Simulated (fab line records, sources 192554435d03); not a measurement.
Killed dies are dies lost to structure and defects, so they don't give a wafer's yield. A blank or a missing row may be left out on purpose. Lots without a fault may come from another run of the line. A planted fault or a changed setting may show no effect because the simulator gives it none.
fab line records | flow n5_finfet
record lots=6 wafers=18 last_day=19
route steps=1938 shown BEOL_M4@1032 PASSIVATION@1936
lots that met no fault: from a run of the same line without faults
start_h: hours from the record's first day to the start of the lot's first wafer shown | wait_h: hours since the lot's step before | " the same as in the row above | L1.1+2: a row that stands for several wafers | - no value, or no start given | * or withheld: withheld | < > ~ a bound
route shown NAME@n: a module of which the file shows steps, and the number in the route of the first | usual: mean/standard deviation of fault-free wafers | same: alike in all rows | chamber/n: place in a boat | sites: the reading at each site | _std_site: their standard deviation | _edge_site: outer sites' mean less inner sites' | radius_mm: how far each site lies from the wafer's centre | mask NAME#n: copy n | behind: the tool/chamber that last shaped the wafer | hold: why the lot was held/for how many hours/how that ended | device: the transistor (n, p or np) that didn't switch | end of line: the same wafers' tests at the end of the route | a step without rows: its recipe alone | killed: dies lost to structure and defects at the first sort, not the wafer's yield | map: a wafer's dies, x killed, . not, _ none there
set.NAME: the setting as run; set.NAME@STEP: as run at that earlier step | model.NAME: the simulator's own value behind a step, which no gauge read
lots at some steps of the route; a table a step, a row a wafer
services: from which hour (start_h, from the record's first day; less than 0 if before it) a tool's chamber was out of use, for how many hours, and why
## steps
# step N5_BEOL_M4_PEB_09
# recipe peb_temp_c=100 peb_time_s=60 resist=CAR-EUV
# step N5_BEOL_M4_DEVELOP_10
# recipe develop_time_s=30 developer=TMAH resist=CAR-EUV rinse_liquid=surfactant_rinse dry=air_spin dev_temp_c=23
# step N5_BEOL_M4_CD_MEAS_11
# recipe target_cd_nm=16.79 landing_energy_ev=500 detector=se_inlens polarity=opening
# usual cd_nm=16.83/0.24
# columns lot.wafer tool chamber start_h wait_h cd_nm
L985.1 cd_sem-03 0 192.46 - 16.90
L985.3 " 0 " " 16.69
L985.4 " 0 " " 16.91
L989.3 cd_sem-03 0 193.68 - 16.59
L989.4 " 0 " " 16.84
L989.5 " 0 " " 17.07
L997.1 cd_sem-01 0 244.08 - 17.03
L997.3 " 0 " " 16.54
L997.4 " 0 " " 16.63
L999.1 cd_sem-01 0 257.72 - 17.19
L999.5 " 0 " " 16.84
L999.6 " 0 " " 16.76
L107.1 cd_sem-03 0 311.30 - 16.95
L107.4 " 0 " " 16.89
L107.5 " 0 " " 17.24
L106.2 cd_sem-02 0 314.58 - 16.91
L106.3 " 0 " " 16.69
L106.6 " 0 " " 17.12
# step N5_BEOL_M4_OVL_MEAS_12
# recipe points_per_wafer=522
# usual M4_OVL=0.0/0.65
# columns lot.wafer tool chamber start_h wait_h M4_OVL[nm]
L985.1 overlay-02 0 192.49 0.0 0.2
L985.3 " 0 " " -0.1
L985.4 " 0 " " 0.1
L989.3 overlay-01 0 193.72 0.0 -0.1
L989.4 " 0 " " 0.8
L989.5 " 0 " " 0.1
L997.1 overlay-02 0 244.11 0.0 1.0
L997.3 " 0 " " 0.1
L997.4 " 0 " " 0.0
L999.1 overlay-02 0 257.75 0.0 0.1
L999.5 " 0 " " 0.4
L999.6 " 0 " " 1.0
L107.1 overlay-02 0 311.33 0.0 -1.4
L107.4 " 0 " " -0.4
L107.5 " 0 " " 0.2
L106.2 overlay-02 0 314.62 0.0 -0.8
L106.3 " 0 " " -1.3
L106.6 " 0 " " -0.3
# step N5_BEOL_M4_INSPECT_13
# recipe mode=adi inspect_instrument=brightfield
# usual raw_defect_count=421/85
# columns lot.wafer tool chamber start_h wait_h raw_defect_count
L985.1 defect_inspect-01 - 192.55 0.1 312
L985.3 " - " " 422
L985.4 " - " " 459
L989.3 defect_inspect-02 - 193.77 0.0 409
L989.4 " - " " 467
L989.5 " - " " 291
L997.1 defect_inspect-01 - 244.17 0.1 491
L997.3 " - " " 347
L997.4 " - " " 390
L999.1 defect_inspect-02 - 257.81 0.1 461
L999.5 " - " " 402
L999.6 " - " " 344
L107.1 defect_inspect-01 - 311.40 0.1 542
L107.4 " - " " 448
L107.5 " - " " 565
L106.2 defect_inspect-02 - 314.67 0.0 382
L106.3 " - " " 311
L106.6 " - " " 403
# step N5_BEOL_M4_DESCUM_16
# recipe chemistry=O2 time_s=7 source_power_w=50 bias_power_w=20 pressure_mtorr=20 rf_frequency_hz=2.712e+07 temp_c=40 resist=CAR-EUV o2_flow_sccm=225
# usual bias_power_w=20.00/0.058 drypump_motor_current_A=5.8/0.37 oes_product_au=0.74/0.072 rf_vpp_V=243.1/1.5 showerhead_plenum_p_Torr=2.10/0.086 throttle_valve_pct=20.5/0.3
# same time_s=7
# columns lot.wafer tool chamber start_h wait_h bias_power_w drypump_motor_current_A oes_product_au rf_hours_counter_h rf_vpp_V showerhead_plenum_p_Torr throttle_valve_pct
L985.1 rie_diel-05 0 192.58 0.0 20.01 5.6 0.69 211 243.4 2.08 20.9
L985.3 " 1 " " 20.06 6.5 0.66 237 241.6 1.96 20.6
L985.4 " 3 " " 20.04 6.1 0.74 169 243.4 2.07 20.5
L989.3 rie_diel-05 3 193.80 0.0 19.94 6.1 0.74 169 243.3 2.07 20.5
L989.4 " 0 " " 19.97 5.6 0.69 212 243.9 2.08 20.9
L989.5 " 2 " " 19.86 5.5 0.73 - 245.1 2.19 20.5
L997.1 rie_diel-05 0 244.20 0.0 19.98 5.6 0.68 230 242.0 2.07 20.9
L997.3 " 3 " " 20.00 6.1 0.72 189 244.1 2.07 20.5
L997.4 " 0 " " 19.87 5.6 0.68 - 242.4 2.07 21.0
L999.1 rie_diel-04 3 257.84 0.0 19.97 5.7 0.67 240 244.4 2.16 20.9
L999.5 " 2 " " 19.94 6.1 0.72 - 241.3 1.98 20.3
L999.6 " 3 " " 19.99 5.7 0.67 - 243.3 2.16 20.9
L107.1 rie_diel-04 3 311.43 0.0 19.98 5.7 0.95 3 244.1 2.15 20.7
L107.4 " 2 " " 20.02 6.1 0.71 - 241.9 1.97 20.4
L107.5 " 3 " " 19.96 5.7 0.94 - 242.8 2.15 20.7
L106.2 rie_diel-02 3 314.71 0.0 20.00 4.9 0.99 4 242.3 2.04 19.9
L106.3 " 1 " " 19.85 5.8 0.67 251 245.2 2.15 20.7
L106.6 " 1 " " 20.04 5.8 0.68 - 244.0 2.15 20.7
# step N5_BEOL_M4_ETCH_74
# recipe chemistry=N2/H2 target=underlayer target_depth_a=65 mask_material=CAR-EUV time_s=5.2 ion_energy_ev=200 pressure_mtorr=30 source_w=840 bias_w=150 n2_flow_sccm=200 h2_flow_sccm=200 ends=cleared
# usual drypump_motor_current_A=5.8/0.37 etch_rf_on_time_s=5.32/0.15 n2_flow_sccm=200.0/0.58 oes_product_au=0.62/0.061 rf_vpp_V=524/3 showerhead_plenum_p_Torr=2.55/0.098 throttle_valve_pct=17.9/0.32
# columns lot.wafer tool chamber start_h wait_h drypump_motor_current_A etch_rf_on_time_s n2_flow_sccm oes_product_au rf_hours_counter_h rf_vpp_V showerhead_plenum_p_Torr throttle_valve_pct
L985.1 rie_diel-05 0 192.62 0.0 5.6 5.39 199.4 0.59 211 523 2.54 18.3
L985.3 " 1 " " 6.5 5.39 199.1 0.58 237 520 2.39 18.1
L985.4 " 3 " " 6.1 5.23 199.7 0.63 169 525 2.52 17.9
L989.3 rie_diel-05 3 193.84 0.0 6.1 5.21 200.8 0.64 169 523 2.53 17.9
L989.4 " 0 " " 5.6 5.46 200.5 0.59 212 524 2.54 18.3
L989.5 " 2 " " 5.5 5.27 201.1 0.62 - 527 2.64 17.9
L997.1 rie_diel-05 0 244.24 0.0 5.6 5.51 199.4 0.57 230 523 2.53 18.3
L997.3 " 3 " " 6.1 5.22 199.4 0.62 189 522 2.52 17.9
L997.4 " 0 " " 5.6 5.51 201.1 0.57 - 524 2.53 18.3
L999.1 rie_diel-04 3 257.88 0.0 5.7 5.34 198.6 0.57 240 523 2.63 18.4
L999.5 " 2 " " 6.0 5.23 200.6 0.62 - 521 2.43 18.0
L999.6 " 3 " " 5.7 5.30 199.9 0.59 - 526 2.63 18.4
L107.1 rie_diel-04 3 311.47 0.0 5.7 5.22 199.5 0.80 3 526 2.62 18.1
L107.4 " 2 " " 6.1 5.25 200.1 0.60 - 519 2.42 18.0
L107.5 " 3 " " 5.7 5.19 199.5 0.82 - 526 2.62 18.1
L106.2 rie_diel-02 3 314.74 0.0 4.9 5.06 200.0 0.83 4 524 2.51 17.6
L106.3 " 1 " " 5.8 5.51 199.8 0.57 251 527 2.62 18.2
L106.6 " 1 " " 5.8 5.53 201.0 0.58 - 525 2.62 18.2
# step N5_BEOL_M4_ETCH_63
# recipe chemistry=CF4 target=SiARC target_depth_a=156 mask_material=CAR-EUV time_s=26 ion_energy_ev=80 pressure_mtorr=40 source_w=545 bias_w=36 Ar_flow_sccm=100 cf4_flow_sccm=100 ends=cleared
# usual drypump_motor_current_A=5.8/0.37 etch_rf_on_time_s=26.6/0.75 oes_product_au=0.63/0.062 rf_vpp_V=184.1/1.3 showerhead_plenum_p_Torr=2.15/0.076 throttle_valve_pct=15.72/0.29
# columns lot.wafer tool chamber start_h wait_h drypump_motor_current_A etch_rf_on_time_s oes_product_au rf_hours_counter_h rf_vpp_V showerhead_plenum_p_Torr throttle_valve_pct
L985.1 rie_diel-05 0 192.64 0.0 5.6 27.3 0.59 211 183.4 2.12 16.02
L985.3 " 1 " " 6.5 27.6 0.56 237 182.8 2.03 15.88
L985.4 " 3 " " 6.1 26.3 0.64 169 184.3 2.14 15.75
L989.3 rie_diel-05 3 193.85 0.0 6.1 26.5 0.63 169 183.4 2.14 15.77
L989.4 " 0 " " 5.6 27.6 0.58 212 184.2 2.12 16.02
L989.5 " 2 " " 5.5 26.4 0.62 - 183.6 2.20 15.50
L997.1 rie_diel-05 0 244.25 0.0 5.6 27.5 0.58 230 183.1 2.11 16.04
L997.3 " 3 " " 6.1 26.3 0.62 189 185.0 2.13 15.80
L997.4 " 0 " " 5.6 27.6 0.57 - 185.1 2.11 16.04
L999.1 rie_diel-04 3 257.90 0.0 5.7 26.8 0.57 240 185.3 2.19 16.09
L999.5 " 2 " " 6.0 26.3 0.61 - 181.5 2.03 15.54
L999.6 " 3 " " 5.7 26.9 0.57 - 184.2 2.19 16.08
L107.1 rie_diel-04 3 311.48 0.0 5.8 26.2 0.82 3 184.0 2.19 15.67
L107.4 " 2 " " 6.1 26.1 0.60 - 183.2 2.02 15.59
L107.5 " 3 " " 5.7 26.1 0.82 - 184.9 2.19 15.67
L106.2 rie_diel-02 3 314.76 0.0 4.9 25.0 0.84 4 183.8 2.10 15.27
L106.3 " 1 " " 5.8 27.2 0.57 251 185.6 2.18 15.90
L106.6 " 1 " " 5.8 27.3 0.58 - 185.4 2.18 15.90
# step N5_BEOL_M4_ETCH_64
# recipe chemistry=N2/H2 target=SOC target_depth_a=750 overetch_a=225 mask_material=SiARC temp_c=40 time_s=121.9 ion_energy_ev=200 pressure_mtorr=30 source_w=840 bias_w=150 n2_flow_sccm=200 h2_flow_sccm=200
# usual drypump_motor_current_A=5.8/0.38 n2_flow_sccm=200.0/0.7 oes_product_au=0.56/0.049 rf_vpp_V=524.0/2.7 showerhead_plenum_p_Torr=2.55/0.098 throttle_valve_pct=17.9/0.32
# same time_s=121.9
# columns lot.wafer tool chamber start_h wait_h drypump_motor_current_A n2_flow_sccm oes_product_au rf_hours_counter_h rf_vpp_V showerhead_plenum_p_Torr throttle_valve_pct
L985.1 rie_diel-05 0 192.66 0.0 5.6 199.8 0.54 211 523.4 2.53 18.3
L985.3 " 1 " " 6.5 200.1 0.52 237 521.1 2.39 18.0
L985.4 " 3 " " 6.1 199.7 0.57 169 523.2 2.53 17.8
L989.3 rie_diel-05 3 193.88 0.0 6.1 199.7 0.57 169 522.9 2.52 17.8
L989.4 " 0 " " 5.6 200.1 0.53 212 524.3 2.54 18.3
L989.5 " 2 " " 5.5 199.6 0.55 - 526.6 2.64 17.8
L997.1 rie_diel-05 0 244.28 0.0 5.6 199.6 0.53 231 523.0 2.53 18.3
L997.3 " 3 " " 6.1 199.3 0.56 189 523.2 2.52 17.9
L997.4 " 0 " " 5.6 198.6 0.52 - 524.2 2.53 18.3
L999.1 rie_diel-04 3 257.92 0.0 5.7 199.9 0.53 240 526.0 2.63 18.3
L999.5 " 2 " " 6.1 201.2 0.55 - 521.1 2.43 17.9
L999.6 " 3 " " 5.7 200.1 0.52 - 525.7 2.63 18.3
L107.1 rie_diel-04 3 311.51 0.0 5.7 199.8 0.73 3 525.3 2.62 18.0
L107.4 " 2 " " 6.1 200.8 0.53 - 520.7 2.42 17.9
L107.5 " 3 " " 5.7 199.7 0.72 - 525.6 2.62 18.0
L106.2 rie_diel-02 3 314.78 0.0 4.9 200.7 0.73 4 523.1 2.51 17.5
L106.3 " 1 " " 5.8 200.1 0.52 251 524.6 2.62 18.2
L106.6 " 1 " " 5.8 201.0 0.52 - 524.8 2.62 18.1
# step N5_BEOL_M4_STRIP_65
# recipe chemistry=N2/H2 temp_c=40 n2_flow_sccm=200 h2_flow_sccm=200 rf_frequency_hz=6e+07
# step N5_BEOL_M4_STRIP_75
# recipe chemistry=N2/H2 temp_c=40 n2_flow_sccm=200 h2_flow_sccm=200 rf_frequency_hz=6e+07
# step N5_BEOL_M4_STRIP_66
# recipe chemistry=CF4 resist=SiARC power_w=300 bias_power_w=75 pressure_mtorr=50 cf4_flow_sccm=150 rf_frequency_hz=6e+07
# step N5_BEOL_M4_HM_OPEN_17
# recipe chemistry=Cl2/BCl3 target_depth_a=200 overetch_a=60 target=TiN mask_material=SOC ion_energy_ev=150 pressure_mtorr=10 icp_w=1000 bias_w=126 Cl2_flow_sccm=53.25 bcl3_flow_sccm=21.75 Ar_flow_sccm=25
# usual drypump_motor_current_A=5.6/0.44 oes_product_au=0.63/0.069 throttle_valve_pct=22.27/0.22
# columns lot.wafer tool chamber start_h wait_h drypump_motor_current_A oes_product_au rf_hours_counter_h throttle_valve_pct model.SOC_of_BEOL_M4_COAT_61.thk_nm
L985.1 rie_metal-03 1 192.84 0.0 5.1 0.59 87 22.05 52
L985.3 " 1 " " 5.1 0.59 - 22.07 52.2
L985.4 " 0 " " 5.2 0.58 - 22.56 52.2
L989.3 rie_metal-01 0 194.09 0.1 6.2 0.58 - 21.92 52.4
L989.4 " 1 " " 5.4 0.70 - 22.37 52.2
L989.5 " 0 " " 6.2 0.59 - 21.89 52.2
L997.1 rie_metal-01 0 244.45 0.0 6.1 0.56 97 21.97 53.8
L997.3 " 0 " " 6.1 0.57 - 21.94 52.4
L997.4 " 1 " " 5.4 0.67 - 22.40 53.6
L999.1 rie_metal-01 1 258.10 0.0 5.4 0.67 46 22.42 54.4
L999.5 " 1 " " 5.4 0.66 - 22.42 52.4
L999.6 " 1 " " 5.4 0.66 - 22.39 52.6
L107.1 rie_metal-03 1 311.68 0.0 5.1 0.57 98 22.07 51.4
L107.4 " 0 " " 5.2 0.57 - 22.57 52
L107.5 " 1 " " 5.1 0.57 - 22.06 51.6
L106.2 rie_metal-03 0 314.96 0.0 5.2 0.56 96 22.57 51.8
L106.3 " 0 " " 5.2 0.57 - 22.57 52
L106.6 " 1 " " 5.1 0.57 - 22.05 51.8
# step N5_BEOL_M4_STRIP_19
# recipe chemistry=O2 power_w=400 temp_c=40 pressure_mtorr=30 rf_frequency_hz=6e+07 bias_power_w=0 overash_fraction=0.2 o2_flow_sccm=225
# usual drypump_motor_current_A=5.8/0.43 oes_product_au=0.74/0.084 rf_vpp_V=3.7/0.49 showerhead_plenum_p_Torr=2.11/0.084 throttle_valve_pct=16.79/0.26
# same bias_power_w=0
# columns lot.wafer tool chamber start_h wait_h drypump_motor_current_A oes_product_au rf_hours_counter_h rf_vpp_V showerhead_plenum_p_Torr throttle_valve_pct
L985.1 rie_diel-02 3 193.02 0.2 4.9 0.71 219 3.4 2.05 16.65
L985.3 " 1 " " 5.8 0.71 206 3.0 2.17 16.92
L985.4 " 0 " " 5.8 0.69 247 3.4 1.98 16.71
L989.3 rie_diel-05 3 194.27 0.2 6.1 0.75 169 3.5 2.08 16.74
L989.4 " 0 " " 5.6 0.69 212 3.6 2.08 17.13
L989.5 " 0 " " 5.6 0.69 - 4.1 2.08 17.13
L997.1 rie_diel-05 2 244.58 0.1 5.5 0.71 224 3.5 2.18 16.73
L997.3 " 0 " " 5.6 0.68 231 3.9 2.08 17.17
L997.4 " 0 " " 5.6 0.67 - 3.5 2.08 17.16
L999.1 rie_diel-04 3 258.30 0.2 5.7 0.67 240 3.6 2.16 17.14
L999.5 " 2 " " 6.1 0.72 - 4.9 1.98 16.59
L999.6 " 1 " " 5.3 0.69 - 4.1 2.18 17.20
L107.1 rie_diel-04 0 311.79 0.1 5.6 0.75 134 4.0 2.02 16.43
L107.4 " 0 " " 5.6 0.75 - 3.8 2.02 16.42
L107.5 " 2 " " 6.0 0.71 - 3.1 1.98 16.65
L106.2 rie_diel-02 3 315.07 0.1 4.9 0.99 5 3.8 2.04 16.23
L106.3 " 2 " " 6.4 0.78 118 3.7 2.21 16.74
L106.6 " 3 " " 4.9 0.99 - 4.1 2.04 16.22
# step N5_BEOL_M4_RC_MEAS_101
# usual DIBL_N=36.6/1.9 DIBL_P=36.7/2.2 IOFF_N=0.16/0.035 IOFF_P=0.22/0.038 ION_N=672/14 ION_P=462/8.3 SS_N=71.6/0.65 SS_P=73.5/0.72 VT_N=250/3.5 VT_P=-250/3.1
# columns lot.wafer tool chamber start_h wait_h DIBL_N[mV/V] DIBL_P[mV/V] IOFF_N[nA/um] IOFF_P[nA/um] ION_N[uA/um] ION_P[uA/um] SS_N[mV/dec] SS_P[mV/dec] VT_N[mV] VT_P[mV]
L985.1 prober-01 0 203.02 0.0 35.1 34.5 0.13 0.21 656 468 70.6 73.1 254 -248
L985.3 " 0 " " 36.3 36.1 0.15 0.23 659 457 70.9 73.7 251 -249
L985.4 " 0 " " 35.1 35.1 0.13 0.21 661 465 71.3 73.3 254 -249
L989.3 prober-02 0 208.00 0.3 33.2 32.8 0.11 0.14 642 438 70.5 72.1 260 -257
L989.4 " 0 " " 37.0 37.2 0.17 0.20 656 449 71.0 73.1 250 -254
L989.5 " 0 " " 34.8 35.1 0.12 0.17 637 447 70.9 73.4 259 -257
L997.1 prober-01 0 257.52 0.0 36.8 34.5 0.15 0.22 672 464 71.9 73.1 252 -247
L997.3 " 0 " " 35.7 33.8 0.13 0.21 663 464 71.1 72.9 253 -248
L997.4 " 0 " " 37.9 35.3 0.16 0.23 656 454 71.9 73.7 251 -247
L999.1 prober-02 0 279.58 0.0 35.7 36.3 0.14 0.20 675 469 72.0 73.0 254 -251
L999.5 " 0 " " 35.3 36.2 0.14 0.20 676 470 70.9 72.9 252 -250
L999.6 " 0 " " 37.5 39.4 0.17 0.24 663 452 71.9 74.2 250 -249
L107.1 prober-02 0 319.66 0.0 36.6 36.0 0.16 0.23 682 472 71.7 72.4 248 -246
L107.4 " 0 " " 36.7 35.6 0.17 0.23 688 464 71.3 73.1 247 -248
L107.5 " 0 " " 37.7 38.1 0.19 0.28 692 478 71.9 73.1 246 -244
L106.2 prober-02 0 326.46 0.2 37.6 36.4 0.17 0.23 691 474 71.6 72.2 250 -249
L106.3 " 0 " " 36.2 34.1 0.14 0.19 658 453 71.8 72.1 253 -253
L106.6 " 0 " " 39.4 38.0 0.21 0.27 677 462 72.8 73.4 247 -249
# step N5_PASSIVATION_PROBE_49
# usual defect_limited_yield=91.6/1.4 killed_at_M0_to_M3=35/10 killed_at_M4_up=13/4.8 killed_at_contacts=12/7.2 killed_at_front_end=36/12 killed_at_other=4/3.1 killed_dies=100/17 killed_on_rim=13/4.2 killed_open=66/13 killed_short=32/7.3 sort_bin_5_function=5.0/0.94 sort_bin_6_memory=3.1/0.67 sort_bin_8_speed=0.01/0.047 sort_n_pass=1080/17 sort_yield_pct=91.6/1.4
# same gross_dies=1180 killed_at_back_side=0 sort_bin_4_leakage[%]=0
# columns lot.wafer tool chamber start_h wait_h defect_limited_yield[%] killed_at_M0_to_M3 killed_at_M4_up killed_at_contacts killed_at_front_end killed_at_other killed_dies killed_on_rim killed_open killed_short sort_bin_5_function[%] sort_bin_6_memory[%] sort_bin_8_speed[%] sort_n_pass sort_yield_pct[%]
L985.1 prober-01 - 317.19 0.0 90.3 35 12 15 50 3 115 17 76 39 5.3 4.1 0 1065 90.3
L985.3 prober-01 - 317.29 0.1 90.8 48 12 23 25 0 108 12 71 37 5.8 3.1 0 1072 90.8
L985.4 prober-01 - 317.34 0.2 92.5 32 8 13 33 2 88 9 56 32 4.9 2.0 0 1092 92.5
L989.3 prober-02 - 322.94 0.1 89.9 34 8 36 37 4 119 20 92 27 5.5 4.4 0.42 1056 89.5
L989.4 prober-02 - 322.99 0.2 89.4 30 4 29 59 3 125 21 81 43 5.8 4.2 0 1055 89.4
L989.5 prober-02 - 323.04 0.2 86.9 42 6 38 59 9 154 21 107 45 8.2 4.6 0.08 1026 86.9
L997.1 prober-02 - 377.05 0.3 91.7 40 5 14 35 4 98 14 59 39 5.0 3.1 0 1082 91.7
L997.3 prober-02 - 377.15 0.4 91.1 35 17 5 39 9 105 14 65 40 4.7 3.8 0 1075 91.1
L997.4 prober-02 - 377.20 0.5 88.6 54 11 8 55 6 134 18 92 41 6.9 4.3 0 1046 88.6
L999.1 prober-02 - 407.17 0.0 92.1 39 18 6 28 2 93 9 72 19 4.8 2.9 0 1087 92.1
L999.5 prober-02 - 407.37 0.2 90.3 49 14 11 38 2 114 16 77 36 6.0 3.1 0 1066 90.3
L999.6 prober-02 - 407.42 0.3 93.6 30 22 5 18 0 75 6 52 22 4.3 1.9 0 1105 93.6
L106.2 prober-02 - 443.75 0.1 92.0 33 7 8 45 1 94 14 57 36 4.4 3.3 0 1086 92.0
L106.3 prober-02 - 443.80 0.1 92.7 16 14 14 42 0 86 10 43 41 4.1 3.0 0 1094 92.7
L106.6 prober-02 - 443.95 0.3 89.7 28 14 12 66 1 121 14 84 35 6.4 3.6 0 1059 89.7
# killed by level:class
L985.1 MOL_CONTACT_COAG:geometric_particle:open=14 FIN_SAQP:geometric_particle:short=11 FIN_SAQP:geometric_particle:open=9 BEOL_M1:geometric_particle:open=9 GATE_CUT:geometric_particle:short=8 BEOL_M0_SAQP:geometric_particle:open=8 BEOL_M4:geometric_particle:open=8 DUMMY_GATE:geometric_particle:open=5
L985.3 MOL_CONTACT_COAG:geometric_particle:open=20 BEOL_M1:geometric_particle:open=15 BEOL_M2:geometric_particle:open=9 BEOL_M0_SAQP:geometric_particle:open=7 FIN_SAQP:geometric_particle:short=5 BEOL_M0_SAQP:geometric_particle:short=5 DUMMY_GATE:geometric_particle:open=4 BEOL_M5:geometric_particle:short=4
L985.4 MOL_CONTACT_COAG:geometric_particle:open=12 BEOL_M0_SAQP:geometric_particle:open=11 FIN_SAQP:geometric_particle:short=8 FIN_SAQP:geometric_particle:open=8 BEOL_M0_SAQP:geometric_particle:short=6 BEOL_M1:geometric_particle:open=6 STI_FIN_REVEAL:geometric_particle:open=4 BEOL_M2:geometric_particle:open=4
L989.3 MOL_CONTACT_COAG:geometric_particle:open=30 STI_FIN_REVEAL:geometric_particle:open=10 BEOL_M0_SAQP:geometric_particle:open=9 FIN_SAQP:geometric_particle:open=8 BEOL_M0_SAQP:geometric_particle:short=7 MOL_CONTACT_COAG:geometric_particle:short=6 BEOL_M0:geometric_particle:open=6 BEOL_M2:geometric_particle:open=6
L989.4 MOL_CONTACT_COAG:geometric_particle:open=25 FIN_SAQP:geometric_particle:open=12 GATE_CUT:geometric_particle:short=10 BEOL_M0_SAQP:geometric_particle:open=8 FIN_SAQP:geometric_particle:short=7 STI_FIN_REVEAL:geometric_particle:open=7 BEOL_M0_SAQP:geometric_particle:short=7 ILD0:geometric_particle:open=5
L989.5 MOL_CONTACT_COAG:geometric_particle:open=29 BEOL_M0_SAQP:geometric_particle:open=16 STI_FIN_REVEAL:geometric_particle:open=15 FIN_SAQP:geometric_particle:short=14 FIN_SAQP:geometric_particle:open=12 MOL_CONTACT_COAG:geometric_particle:short=9 BEOL_M3:geometric_particle:open=7 BEOL_M2:geometric_particle:open=7
L997.1 MOL_CONTACT_COAG:geometric_particle:open=12 FIN_SAQP:geometric_particle:short=11 BEOL_M3:geometric_particle:open=9 BEOL_M0_SAQP:geometric_particle:open=8 BEOL_M0_SAQP:geometric_particle:short=7 FIN_SAQP:geometric_particle:open=6 BEOL_M3:geometric_particle:short=5 FIN_CUT:geometric_particle:short=3
L997.3 FIN_SAQP:geometric_particle:open=13 BEOL_M4:geometric_particle:open=13 FIN_SAQP:geometric_particle:short=8 BEOL_M2:geometric_particle:open=7 BEOL_M0_SAQP:geometric_particle:short=7 BEOL_M1:geometric_particle:short=6 BEOL_M1:geometric_particle:open=6 MOL_CONTACT_COAG:geometric_particle:open=5
L997.4 BEOL_M0_SAQP:geometric_particle:open=19 FIN_SAQP:geometric_particle:open=16 STI_FIN_REVEAL:geometric_particle:open=15 BEOL_M0_SAQP:geometric_particle:short=11 BEOL_M3:geometric_particle:open=9 FIN_SAQP:geometric_particle:short=7 MOL_CONTACT_COAG:geometric_particle:open=6 BEOL_M2:geometric_particle:open=6
L999.1 BEOL_M4:geometric_particle:open=12 BEOL_M0_SAQP:geometric_particle:open=9 BEOL_M3:geometric_particle:open=9 BEOL_M1:geometric_particle:open=7 BEOL_M0_SAQP:geometric_particle:short=6 BEOL_M2:geometric_particle:open=6 STI_FIN_REVEAL:geometric_particle:open=5 DUMMY_GATE:geometric_particle:open=5
L999.5 BEOL_M0_SAQP:geometric_particle:short=14 BEOL_M0_SAQP:geometric_particle:open=12 BEOL_M2:geometric_particle:open=12 FIN_SAQP:geometric_particle:open=10 STI_FIN_REVEAL:geometric_particle:open=7 MOL_CONTACT_COAG:geometric_particle:open=7 BEOL_M4:geometric_particle:open=6 MOL_CONTACT_COAG:geometric_particle:short=4
L999.6 BEOL_M4:geometric_particle:open=10 BEOL_M0_SAQP:geometric_particle:short=9 BEOL_M0_SAQP:geometric_particle:open=9 BEOL_M2:geometric_particle:open=6 MOL_CONTACT_COAG:geometric_particle:open=5 BEOL_M6:geometric_particle:open=4 GATE_CUT:geometric_particle:open=3 FIN_SAQP:geometric_particle:open=2
L106.2 FIN_SAQP:geometric_particle:short=10 BEOL_M1:geometric_particle:open=10 FIN_SAQP:geometric_particle:open=9 BEOL_M0_SAQP:geometric_particle:short=9 STI_FIN_REVEAL:geometric_particle:open=8 MOL_CONTACT_COAG:geometric_particle:open=8 BEOL_M0_SAQP:geometric_particle:open=5 STI_FIN_REVEAL:geometric_particle:short=4
L106.3 FIN_SAQP:geometric_particle:short=12 MOL_CONTACT_COAG:geometric_particle:open=11 GATE_CUT:geometric_particle:short=7 BEOL_M1:geometric_particle:open=6 BEOL_M4:geometric_particle:open=5 BEOL_M4:geometric_particle:short=4 FIN_SAQP:geometric_particle:open=3 MOL_CONTACT_COAG:geometric_particle:short=3
L106.6 FIN_SAQP:geometric_particle:open=20 FIN_SAQP:geometric_particle:short=16 STI_FIN_REVEAL:geometric_particle:open=12 MOL_CONTACT_COAG:geometric_particle:open=9 BEOL_M4:geometric_particle:open=9 BEOL_M1:geometric_particle:open=8 BEOL_M0_SAQP:geometric_particle:open=7 BEOL_M2:geometric_particle:open=6
## services
# columns tool chamber start_h hours kind
rie_metal-01 - 188.71 2.8 pm
rie_diel-05 1 232.24 - clean
rie_diel-05 1 232.24 - consumable_replace:focus_ring
rie_diel-05 1 232.24 - consumable_replace:showerhead
rie_diel-05 1 232.24 23.2 scheduled_down
rie_diel-05 1 232.24 23.2 vent_cycle
rie_diel-02 1 236.01 1.8 repair
rie_diel-04 - 241.54 0.5 repair
rie_metal-01 0 246.35 12.9 repair
rie_metal-03 - 255.91 1.1 repair
rie_diel-02 - 268.92 2.8 pm
rie_diel-04 3 284.47 - clean
rie_diel-04 3 284.47 - consumable_replace:focus_ring
rie_diel-04 3 284.47 19.3 scheduled_down
rie_diel-04 3 284.47 19.3 vent_cycle
rie_diel-05 2 293.30 10.5 repair
rie_diel-05 - 300.33 0.8 repair
rie_diel-04 1 303.82 - clean
rie_diel-04 1 303.82 - consumable_replace:focus_ring
rie_diel-02 0 304.01 13.7 repair
rie_diel-05 0 304.85 - clean
rie_diel-05 0 304.85 - consumable_replace:focus_ring
rie_diel-05 0 304.85 18.9 scheduled_down
rie_diel-05 0 304.85 18.9 vent_cycle
## key
first_sign none at tools or gauges
model_effect step=N5_BEOL_M4_HM_OPEN_17 value=SOC_of_BEOL_M4_COAT_61.thk_nm without=52.2 struck=53.93
met_at N5_BEOL_M4_HM_OPEN_17
struck_wafers L997.1,L997.4,L999.1
onset_between 194.09 244.45
fault kind=process_parameter_drift tool=rie_metal-01 chamber=- onset_h=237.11 steps=N5_BEOL_M4_HM_OPEN_17 channel=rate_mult offset=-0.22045 shape=step end_h=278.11 scope=struck_wafers_only
